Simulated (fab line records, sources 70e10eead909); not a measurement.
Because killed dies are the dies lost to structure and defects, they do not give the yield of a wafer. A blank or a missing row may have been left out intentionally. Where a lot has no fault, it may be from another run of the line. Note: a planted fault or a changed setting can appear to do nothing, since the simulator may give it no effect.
Which tool is to blame? + flow nand-harc + 21 lots, 63 wafers sampled, at 6 steps of a route of 1302

## WHAT EACH GAUGE READ, for each wafer
The record lacks any reading of a measuring or inspecting step that a usual standard deviation could be used to judge.

## WHICH TOOL RAN EACH LOT (tool, then ch and the chambers of the sampled wafers, then the start)
| lot  | NHARC_A_STAIRCASE_DESCUM_270       | NHARC_A_STAIRCASE_ETCH_292         | NHARC_A_STAIRCASE_STRIP_316                   | NHARC_A_STAIRCASE_ALD_420        | NHARC_A_STAIRCASE_ETCH_444         | NHARC_A_SGD_CUT_STRIP_17       |
|------|------------------------------------|------------------------------------|-----------------------------------------------|----------------------------------|------------------------------------|--------------------------------|
| L075 | rie-diel-03 ch 1,3, day 16 17:41   | rie-diel-10 ch 0,2,3, day 17 05:07 | rie-diel-09 ch 2,3, day 17 18:34 or earlier   | ald-hk-01 ch 0,1,3, day 17 18:34 | rie-diel-10 ch 0,2,3, day 19 07:22 | rie-diel-05 ch 0,3, no start   |
| L074 | rie-diel-09 ch 0,3, day 16 19:10   | rie-diel-03 ch 0,1, day 17 06:44   | rie-diel-09 ch 1,2,3, day 17 18:33 or earlier | ald-hk-04 ch 1,2,3, day 17 18:33 | rie-diel-03 ch 0,2,3, day 19 08:13 | rie-diel-06 ch 0,1,3, no start |
| L076 | rie-diel-09 ch 0,2,3, day 17 09:14 | rie-diel-09 ch 1,2,3, day 17 15:47 | rie-diel-10 ch 0,1,3, day 18 11:46 or earlier | ald-hk-03 ch 0,1,3, day 18 11:46 | rie-diel-09 ch 0,1,2, day 20 00:40 | rie-diel-08 ch 0,1,2, no start |
| L077 | rie-diel-09 ch 0,1,2, day 17 13:49 | rie-diel-10 ch 0,1,2, day 18 02:28 | rie-diel-09 ch 0,1,3, day 18 18:02 or earlier | ald-hk-04 ch 0,2,3, day 18 18:02 | rie-diel-10 ch 0,2,3, day 20 08:06 | rie-diel-05 ch 0,1,3, no start |
| L078 | rie-diel-03 ch 0,2,3, day 17 14:59 | rie-diel-10 ch 0,2,3, day 17 21:08 | rie-diel-09 ch 1,2, day 18 11:37 or earlier   | ald-hk-04 ch 1,2, day 18 11:37   | rie-diel-10 ch 0,2,3, day 20 00:58 | rie-diel-06 ch 1,2,3, no start |
| L079 | rie-diel-03 ch 0,1, day 18 22:17   | rie-diel-10 ch 0,1,2, day 19 05:03 | rie-diel-09 ch 1,2, day 19 21:11 or earlier   | ald-hk-01 ch 1,2, day 19 21:11   | rie-diel-09 ch 0,1, day 21 12:06   | rie-diel-05 ch 0,1,3, no start |
| L080 | rie-diel-09 ch 1,2, day 19 05:39   | rie-diel-09 ch 2,3, day 19 12:05   | rie-diel-09 ch 0,1,3, day 20 00:09 or earlier | ald-hk-01 ch 0,1,2, day 20 00:09 | rie-diel-03 ch 0,2,3, day 21 23:47 | rie-diel-06 ch 1,2,3, no start |
| L081 | rie-diel-10 ch 0,1,3, day 19 06:54 | rie-diel-10 ch 1,2,3, day 19 15:40 | rie-diel-03 ch 0,3, day 20 03:32 or earlier   | ald-hk-03 ch 0,1,2, day 20 03:32 | rie-diel-10 ch 0,2, day 21 23:34   | rie-diel-05 ch 2,3, no start   |
| L082 | rie-diel-03 ch 1,2,3, day 20 01:53 | rie-diel-10 ch 0,1,3, day 20 11:09 | rie-diel-03 ch 0,1,3, day 21 02:14 or earlier | ald-hk-04 ch 0,2, day 21 02:14   | rie-diel-03 ch 0,2,3, day 22 20:25 | rie-diel-06 ch 1,3, no start   |
| L084 | rie-diel-09 ch 0,3, day 20 14:31   | rie-diel-09 ch 2,3, day 21 01:52   | rie-diel-03 ch 2,3, day 21 19:33 or earlier   | ald-hk-04 ch 1,3, day 21 19:33   | rie-diel-10 ch 0,2, day 23 08:37   | rie-diel-05 ch 0,1,2, no start |
| L086 | rie-diel-10 ch 1,2, day 21 10:29   | rie-diel-10 ch 2,3, day 21 16:46   | rie-diel-03 ch 0,3, day 22 05:34 or earlier   | ald-hk-01 ch 0,2,3, day 22 05:34 | rie-diel-10 ch 0,1,2, day 24 01:20 | rie-diel-08 ch 0,3, no start   |
| L085 | rie-diel-09 ch 0,1,3, day 21 14:34 | rie-diel-10 ch 0,1,2, day 21 20:32 | rie-diel-10 ch 0,3, day 22 10:25 or earlier   | ald-hk-04 ch 1,2,3, day 22 10:25 | rie-diel-10 ch 0,1,3, day 23 22:55 | rie-diel-06 ch 0,1,3, no start |
| L088 | rie-diel-10 ch 0,1,3, day 22 06:27 | rie-diel-03 ch 2,3, day 22 14:32   | rie-diel-10 ch 0,3, day 23 04:12 or earlier   | ald-hk-03 ch 0,2,3, day 23 04:12 | rie-diel-09 ch 0,1,3, day 24 20:04 | rie-diel-06 ch 0,2,3, no start |
| L089 | rie-diel-09 ch 1,2, day 22 18:48   | rie-diel-03 ch 0,1,3, day 23 03:38 | rie-diel-09 ch 1,3, day 23 15:59 or earlier   | ald-hk-01 ch 0,1,2, day 23 15:59 | rie-diel-10 ch 0,1,2, day 25 02:58 | rie-diel-08 ch 0,2, no start   |
| L090 | rie-diel-10 ch 2,3, day 23 13:25   | rie-diel-10 ch 1,2, day 23 19:18   | rie-diel-09 ch 0,3, day 24 09:33 or earlier   | ald-hk-01 ch 0,2,3, day 24 09:33 | rie-diel-09 ch 0,1,2, day 26 04:08 | rie-diel-05 ch 0,2,3, no start |
| L091 | rie-diel-10 ch 1,2,3, day 23 21:23 | rie-diel-09 ch 0,1,2, day 24 13:53 | rie-diel-03 ch 0,1,2, day 25 06:08 or earlier | ald-hk-01 ch 0,2,3, day 25 06:08 | rie-diel-10 ch 0,1,3, day 26 18:45 | rie-diel-08 ch 1,2,3, no start |
| L093 | rie-diel-10 ch 0,2,3, day 24 21:23 | rie-diel-03 ch 1,2, day 25 05:28   | rie-diel-10 ch 0,2,3, day 25 19:22 or earlier | ald-hk-01 ch 1,2,3, day 25 19:22 | rie-diel-03 ch 0,1,3, day 27 09:52 | rie-diel-08 ch 0,1,2, no start |
| L094 | rie-diel-09 ch 0,3, day 24 23:37   | rie-diel-09 ch 0,1,3, day 25 06:22 | rie-diel-09 ch 1,3, day 26 04:43 or earlier   | ald-hk-03 ch 1,2, day 26 04:43   | rie-diel-09 ch 2,3, day 27 15:16   | rie-diel-05 ch 1,2, no start   |
| L095 | rie-diel-10 ch 0,1,2, day 25 07:53 | rie-diel-09 ch 0,1, day 25 14:34   | rie-diel-09 ch 1,2, day 26 05:58 or earlier   | ald-hk-03 ch 1,2,3, day 26 05:58 | rie-diel-10 ch 1,2, day 27 15:02   | rie-diel-06 ch 1,2,3, no start |
| L096 | rie-diel-09 ch 0,1,2, day 25 20:34 | rie-diel-09 ch 0,2,3, day 26 08:35 | rie-diel-09 ch 1,2,3, day 26 22:53 or earlier | ald-hk-03 ch 0,2,3, day 26 22:53 | rie-diel-09 ch 1,2, day 28 06:35   | rie-diel-08 ch 0,1,3, no start |
| L097 | rie-diel-09 ch 1,2,3, day 25 22:34 | rie-diel-10 ch 1,2,3, day 26 05:47 | rie-diel-09 ch 0,3, day 26 18:20 or earlier   | ald-hk-03 ch 1,2,3, day 26 18:20 | rie-diel-03 ch 0,1, day 28 06:21   | rie-diel-05 ch 1,2, no start   |
- NHARC_A_STAIRCASE_DESCUM_270: chemistry O2, time 3 s.
- NHARC_A_STAIRCASE_ETCH_292: etches the open film in CF4/CHF3.
- NHARC_A_STAIRCASE_STRIP_316: strips in O2.
- NHARC_A_STAIRCASE_ALD_420: deposits SiO2, target thk 20 nm, pulse time 6 s, ald cycles 200.
- NHARC_A_STAIRCASE_ETCH_444: etches the open film in C4F8/O2, target depth 20400 nm, time 6800 s.
- NHARC_A_SGD_CUT_STRIP_17: strips in O2.

## AS READ BY THE TOOLS THEMSELVES (means over the sampled wafers that have a number; for cases with no such wafer, the mark the record gives instead)
NHARC_A_STAIRCASE_DESCUM_270. Usual: drypump-motor-current-A 5.6 A, standard deviation 0.44; o2-flow-sccm 200.0 sccm, standard deviation 0.61; oes-product-au 0.998 a.u., standard deviation 0.009; rf-vpp-V 57.7 V, standard deviation 0.84; showerhead-plenum-p-Torr 1.91 Torr, standard deviation 0.066; throttle-valve-pct 11.311 %, standard deviation 0.0098.
| lot  | tool        | drypump-motor-current-A (A) | o2-flow-sccm (sccm) | oes-product-au (a.u.) | rf-vpp-V (V) | showerhead-plenum-p-Torr (Torr) | throttle-valve-pct (%) | flag |
|------|-------------|-----------------------------|---------------------|-----------------------|--------------|---------------------------------|------------------------|------|
| L075 | rie-diel-03 | 5.8                         | 199.9               | 1.002                 | 57.4         | 1.89                            | 11.306                 |      |
| L074 | rie-diel-09 | 5.3                         | 200.4               | 1.006                 | 57.7         | 1.91                            | 11.305                 |      |
| L076 | rie-diel-09 | 5.3                         | 199.2               | 0.995                 | 57.8         | 1.90                            | 11.314                 |      |
| L077 | rie-diel-09 | 5.4                         | 199.9               | 1.002                 | 57.8         | 1.91                            | 11.310                 |      |
| L078 | rie-diel-03 | 5.8                         | 200.1               | 1.002                 | 58.2         | 1.93                            | 11.315                 |      |
| L079 | rie-diel-03 | 5.9                         | 199.9               | 1.002                 | 57.3         | 1.81                            | 11.314                 |      |
| L080 | rie-diel-09 | 5.7                         | 200.0               | 0.997                 | 57.2         | 1.94                            | 11.298                 |      |
| L081 | rie-diel-10 | 5.5                         | 200.1               | 0.992                 | 57.5         | 1.91                            | 11.312                 |      |
| L082 | rie-diel-03 | 5.7                         | 199.4               | 1.003                 | 58.0         | 1.93                            | 11.301                 |      |
| L084 | rie-diel-09 | 5.5                         | 200.1               | 1.005                 | 58.4         | 1.93                            | 11.306                 |      |
| L086 | rie-diel-10 | 6.2                         | 200.0               | 0.997                 | 58.1         | 1.99                            | 11.314                 |      |
| L085 | rie-diel-09 | 5.6                         | 199.8               | 1.004                 | 57.7         | 1.93                            | 11.306                 |      |
| L088 | rie-diel-10 | 5.5                         | 199.6               | 0.988                 | 58.0         | 1.90                            | 11.313                 |      |
| L089 | rie-diel-09 | 5.7                         | 199.9               | 0.995                 | 57.3         | 1.93                            | 11.300                 |      |
| L090 | rie-diel-10 | 5.6                         | 199.7               | 0.992                 | 58.1         | 1.98                            | 11.316                 |      |
| L091 | rie-diel-10 | 5.7                         | 200.6               | 0.994                 | 57.5         | 1.94                            | 11.313                 |      |
| L093 | rie-diel-10 | 5.4                         | 199.9               | 0.991                 | 57.9         | 1.94                            | 11.311                 |      |
| L094 | rie-diel-09 | 5.3                         | 199.1               | 1.001                 | 57.9         | 1.89                            | 11.317                 |      |
| L095 | rie-diel-10 | 6.0                         | 199.6               | 0.995                 | 57.6         | 1.94                            | 11.320                 |      |
| L096 | rie-diel-09 | 5.5                         | 200.2               | 0.990                 | 57.7         | 1.89                            | 11.297                 |      |
| L097 | rie-diel-09 | 5.6                         | 199.9               | 1.000                 | 57.0         | 1.92                            | 11.307                 |      |

NHARC_A_STAIRCASE_ETCH_292. Usual: drypump-motor-current-A 5.6 A, standard deviation 0.5; oes-product-au 0.930 a.u., standard deviation 0.017; rf-vpp-V 370.7 V, standard deviation 1.9; showerhead-plenum-p-Torr 1.58 Torr, standard deviation 0.052; throttle-valve-pct 16.801 %, standard deviation 0.0085.
| lot  | tool        | drypump-motor-current-A (A) | oes-product-au (a.u.) | rf-vpp-V (V) | showerhead-plenum-p-Torr (Torr) | throttle-valve-pct (%) | flag |
|------|-------------|-----------------------------|-----------------------|--------------|---------------------------------|------------------------|------|
| L075 | rie-diel-10 | 5.4                         | 0.918                 | 371.2        | 1.61                            | 16.794                 |      |
| L074 | rie-diel-03 | 5.8                         | 0.927                 | 368.6        | 1.50                            | 16.801                 |      |
| L076 | rie-diel-09 | 5.6                         | 0.923                 | 371.4        | 1.59                            | 16.803                 |      |
| L077 | rie-diel-10 | 6.0                         | 0.928                 | 371.6        | 1.61                            | 16.803                 |      |
| L078 | rie-diel-10 | 5.4                         | 0.919                 | 371.2        | 1.61                            | 16.806                 |      |
| L079 | rie-diel-10 | 6.0                         | 0.957                 | 371.3        | 1.61                            | 16.797                 |      |
| L080 | rie-diel-09 | 5.3                         | 0.936                 | 370.8        | 1.55                            | 16.803                 |      |
| L081 | rie-diel-10 | 5.7                         | 0.920                 | 371.7        | 1.60                            | 16.805                 |      |
| L082 | rie-diel-10 | 5.5                         | 0.921                 | 370.4        | 1.57                            | 16.807                 |      |
| L084 | rie-diel-09 | 5.3                         | 0.930                 | 369.2        | 1.55                            | 16.803                 |      |
| L086 | rie-diel-10 | 5.1                         | 0.925                 | 371.3        | 1.59                            | 16.800                 |      |
| L085 | rie-diel-10 | 6.0                         | 0.968                 | 371.3        | 1.60                            | 16.805                 |      |
| L088 | rie-diel-03 | 5.5                         | 0.921                 | 372.6        | 1.63                            | 16.799                 |      |
| L089 | rie-diel-03 | 5.8                         | 0.933                 | 368.6        | 1.54                            | 16.802                 |      |
| L090 | rie-diel-10 | 6.2                         | 0.915                 | 371.3        | 1.63                            | 16.796                 |      |
| L091 | rie-diel-09 | 5.5                         | 0.919                 | 370.5        | 1.56                            | 16.809                 |      |
| L093 | rie-diel-03 | 5.5                         | 0.925                 | 371.3        | 1.58                            | 16.805                 |      |
| L094 | rie-diel-09 | 5.6                         | 0.923                 | 370.6        | 1.59                            | 16.806                 |      |
| L095 | rie-diel-09 | 5.7                         | 0.923                 | 371.2        | 1.59                            | 16.799                 |      |
| L096 | rie-diel-09 | 5.3                         | 0.919                 | 369.5        | 1.55                            | 16.802                 |      |
| L097 | rie-diel-10 | 5.7                         | 0.950                 | 370.9        | 1.59                            | 16.802                 |      |

NHARC_A_STAIRCASE_STRIP_316. Usual: drypump-motor-current-A 5.6 A, standard deviation 0.42; o2-flow-sccm 500.0 sccm, standard deviation 1.6; oes-product-au 1.000 a.u., standard deviation 0.0094; rf-vpp-V 57.7 V, standard deviation 0.87; showerhead-plenum-p-Torr 3.54 Torr, standard deviation 0.11; throttle-valve-pct 17.037 %, standard deviation 0.0096.
| lot  | tool        | drypump-motor-current-A (A) | o2-flow-sccm (sccm) | oes-product-au (a.u.) | rf-vpp-V (V) | showerhead-plenum-p-Torr (Torr) | throttle-valve-pct (%) | flag |
|------|-------------|-----------------------------|---------------------|-----------------------|--------------|---------------------------------|------------------------|------|
| L075 | rie-diel-09 | 5.5                         | 499.0               | 1.008                 | 58.1         | 3.55                            | 17.037                 |      |
| L074 | rie-diel-09 | 5.6                         | 500.6               | 1.004                 | 57.7         | 3.57                            | 17.034                 |      |
| L076 | rie-diel-10 | 5.5                         | 500.1               | 1.000                 | 58.3         | 3.53                            | 17.039                 |      |
| L077 | rie-diel-09 | 5.6                         | 500.7               | 1.013                 | 59.4         | 3.58                            | 17.032                 |      |
| L078 | rie-diel-09 | 5.5                         | 500.2               | 1.008                 | 57.2         | 3.50                            | 17.036                 |      |
| L079 | rie-diel-09 | 5.7                         | 501.0               | 1.007                 | 57.8         | 3.57                            | 17.030                 |      |
| L080 | rie-diel-09 | 5.6                         | 500.2               | 1.004                 | 58.4         | 3.57                            | 17.035                 |      |
| L081 | rie-diel-03 | 5.9                         | 501.0               | 1.005                 | 57.8         | 3.55                            | 17.032                 |      |
| L082 | rie-diel-03 | 5.8                         | 500.0               | 0.998                 | 56.7         | 3.45                            | 17.037                 |      |
| L084 | rie-diel-03 | 5.6                         | 500.6               | 1.001                 | 58.4         | 3.66                            | 17.032                 |      |
| L086 | rie-diel-03 | 5.9                         | 499.9               | 1.004                 | 57.2         | 3.54                            | 17.044                 |      |
| L085 | rie-diel-10 | 4.9                         | 498.7               | 0.993                 | 57.7         | 3.50                            | 17.039                 |      |
| L088 | rie-diel-10 | 5.0                         | 500.8               | 0.985                 | 57.3         | 3.50                            | 17.036                 |      |
| L089 | rie-diel-09 | 5.8                         | 501.0               | 1.001                 | 58.0         | 3.61                            | 17.041                 |      |
| L090 | rie-diel-09 | 5.5                         | 501.7               | 1.000                 | 58.2         | 3.54                            | 17.036                 |      |
| L091 | rie-diel-03 | 5.7                         | 499.0               | 1.002                 | 57.0         | 3.44                            | 17.032                 |      |
| L093 | rie-diel-10 | 5.4                         | 499.9               | 0.992                 | 58.4         | 3.57                            | 17.047                 |      |
| L094 | rie-diel-09 | 5.8                         | 499.1               | 0.997                 | 57.7         | 3.60                            | 17.044                 |      |
| L095 | rie-diel-09 | 5.7                         | 501.5               | 0.988                 | 57.7         | 3.55                            | 17.053                 |      |
| L096 | rie-diel-09 | 5.6                         | 499.6               | 0.993                 | 57.8         | 3.53                            | 17.030                 |      |
| L097 | rie-diel-09 | 5.3                         | 498.7               | 1.012                 | 57.2         | 3.48                            | 17.038                 |      |

NHARC_A_STAIRCASE_ALD_420. Usual: heater-power-w 447 W, standard deviation 37; precursor-pulse-height-rel 1.002, standard deviation 0.019.
| lot  | tool      | heater-power-w (W) | precursor-pulse-height-rel | flag |
|------|-----------|--------------------|----------------------------|------|
| L075 | ald-hk-01 | 450                | 1.010                      |      |
| L074 | ald-hk-04 | 487                | 1.007                      |      |
| L076 | ald-hk-03 | 453                | 0.999                      |      |
| L077 | ald-hk-04 | 466                | 0.987                      |      |
| L078 | ald-hk-04 | 488                | 0.982                      |      |
| L079 | ald-hk-01 | 407                | 1.014                      |      |
| L080 | ald-hk-01 | 439                | 1.008                      |      |
| L081 | ald-hk-03 | 426                | 0.998                      |      |
| L082 | ald-hk-04 | 466                | 1.008                      |      |
| L084 | ald-hk-04 | 484                | 1.030                      |      |
| L086 | ald-hk-01 | 461                | 1.005                      |      |
| L085 | ald-hk-04 | 476                | 1.009                      |      |
| L088 | ald-hk-03 | 432                | 0.990                      |      |
| L089 | ald-hk-01 | 444                | 1.005                      |      |
| L090 | ald-hk-01 | 464                | 1.011                      |      |
| L091 | ald-hk-01 | 461                | 0.996                      |      |
| L093 | ald-hk-01 | 428                | 0.989                      |      |
| L094 | ald-hk-03 | 427                | 0.997                      |      |
| L095 | ald-hk-03 | 448                | 1.004                      |      |
| L096 | ald-hk-03 | 422                | 0.977                      |      |
| L097 | ald-hk-03 | 447                | 1.001                      |      |

NHARC_A_STAIRCASE_ETCH_444. Usual: oes-product-au 0.939 a.u., standard deviation 0.021; rf-vpp-V 807 V, standard deviation 4.
| lot  | tool        | oes-product-au (a.u.) | rf-vpp-V (V) | flag |
|------|-------------|-----------------------|--------------|------|
| L075 | rie-diel-10 | 0.936                 | 809          |      |
| L074 | rie-diel-03 | 0.927                 | 807          |      |
| L076 | rie-diel-09 | 0.932                 | 806          |      |
| L077 | rie-diel-10 | 0.971                 | 809          |      |
| L078 | rie-diel-10 | 0.955                 | 809          |      |
| L079 | rie-diel-09 | 0.929                 | 808          |      |
| L080 | rie-diel-03 | 0.944                 | 808          |      |
| L081 | rie-diel-10 | 0.927                 | 811          |      |
| L082 | rie-diel-03 | 0.930                 | 807          |      |
| L084 | rie-diel-10 | 0.921                 | 809          |      |
| L086 | rie-diel-10 | 0.924                 | 808          |      |
| L085 | rie-diel-10 | 0.932                 | 806          |      |
| L088 | rie-diel-09 | 0.971                 | 807          |      |
| L089 | rie-diel-10 | 0.923                 | 808          |      |
| L090 | rie-diel-09 | 0.923                 | 805          |      |
| L091 | rie-diel-10 | 0.967                 | 805          |      |
| L093 | rie-diel-03 | 0.925                 | 804          |      |
| L094 | rie-diel-09 | 0.918                 | 807          |      |
| L095 | rie-diel-10 | 0.967                 | 810          |      |
| L096 | rie-diel-09 | 0.917                 | 804          |      |
| L097 | rie-diel-03 | 0.971                 | 800          |      |

NHARC_A_SGD_CUT_STRIP_17. Usual: drypump-motor-current-A 6.0 A, standard deviation 0.52; o2-flow-sccm 500.2 sccm, standard deviation 1.6; oes-product-au 1.001 a.u., standard deviation 0.01; rf-vpp-V 57.7 V, standard deviation 0.76; showerhead-plenum-p-Torr 3.47 Torr, standard deviation 0.12; throttle-valve-pct 17.037 %, standard deviation 0.0095.
| lot  | tool        | drypump-motor-current-A (A) | o2-flow-sccm (sccm) | oes-product-au (a.u.) | rf-vpp-V (V) | showerhead-plenum-p-Torr (Torr) | throttle-valve-pct (%) | flag |
|------|-------------|-----------------------------|---------------------|-----------------------|--------------|---------------------------------|------------------------|------|
| L075 | rie-diel-05 | 6.1                         | 498.1               | 1.007                 | 58.3         | 3.59                            | 17.041                 |      |
| L074 | rie-diel-06 | 6.0                         | 500.0               | 1.010                 | 57.6         | 3.33                            | 17.037                 |      |
| L076 | rie-diel-08 | 5.8                         | 499.6               | 1.005                 | 57.3         | 3.43                            | 17.032                 |      |
| L077 | rie-diel-05 | 6.1                         | 499.0               | 0.991                 | 57.7         | 3.54                            | 17.036                 |      |
| L078 | rie-diel-06 | 5.7                         | 500.0               | 1.000                 | 57.4         | 3.36                            | 17.032                 |      |
| L079 | rie-diel-05 | 6.1                         | 500.1               | 0.993                 | 58.1         | 3.54                            | 17.040                 |      |
| L080 | rie-diel-06 | 5.7                         | 500.0               | 1.002                 | 57.5         | 3.36                            | 17.036                 |      |
| L081 | rie-diel-05 | 6.3                         | 500.5               | 0.997                 | 58.2         | 3.65                            | 17.038                 |      |
| L082 | rie-diel-06 | 5.3                         | 501.2               | 0.998                 | 57.0         | 3.31                            | 17.028                 |      |
| L084 | rie-diel-05 | 6.1                         | 499.8               | 1.007                 | 58.1         | 3.54                            | 17.023                 |      |
| L086 | rie-diel-08 | 5.3                         | 499.8               | 0.996                 | 58.4         | 3.50                            | 17.042                 |      |
| L085 | rie-diel-06 | 6.0                         | 500.1               | 1.004                 | 57.0         | 3.33                            | 17.038                 |      |
| L088 | rie-diel-06 | 5.9                         | 501.5               | 1.006                 | 56.9         | 3.39                            | 17.037                 |      |
| L089 | rie-diel-08 | 5.3                         | 500.2               | 0.990                 | 56.9         | 3.44                            | 17.036                 |      |
| L090 | rie-diel-05 | 6.2                         | 500.4               | 1.003                 | 57.9         | 3.61                            | 17.036                 |      |
| L091 | rie-diel-08 | 6.0                         | 500.3               | 0.998                 | 58.1         | 3.49                            | 17.035                 |      |
| L093 | rie-diel-08 | 5.8                         | 499.7               | 0.999                 | 58.1         | 3.42                            | 17.047                 |      |
| L094 | rie-diel-05 | 6.1                         | 500.3               | 0.997                 | 57.8         | 3.50                            | 17.043                 |      |
| L095 | rie-diel-06 | 5.7                         | 499.8               | 0.999                 | 58.3         | 3.35                            | 17.030                 |      |
| L096 | rie-diel-08 | 5.8                         | 499.7               | 1.005                 | 57.4         | 3.47                            | 17.026                 |      |
| L097 | rie-diel-05 | 6.3                         | 499.8               | 1.006                 | 58.2         | 3.57                            | 17.044                 |      |

## THE ANSWER, worked out from the rows above alone
Rule: take the mean of a lot's wafers that have a number; if it is more than 3 standard deviations from the usual mean, the lot is off. Also off: a lot with no number at a reading for which 4 or more lots have one. The other lots that the step has rows for count as sound. Order of review: gauges by route order, followed by the tools' own readings, for which a lot's mean as printed above is used. At the first step where some lot is off, the reading lying furthest off is the one used; lots without a number count as furthest.
No lot is off on any of the readings shown, so nothing can be concluded from this.

## WHAT WAS PUT IN BY THE SIMULATOR
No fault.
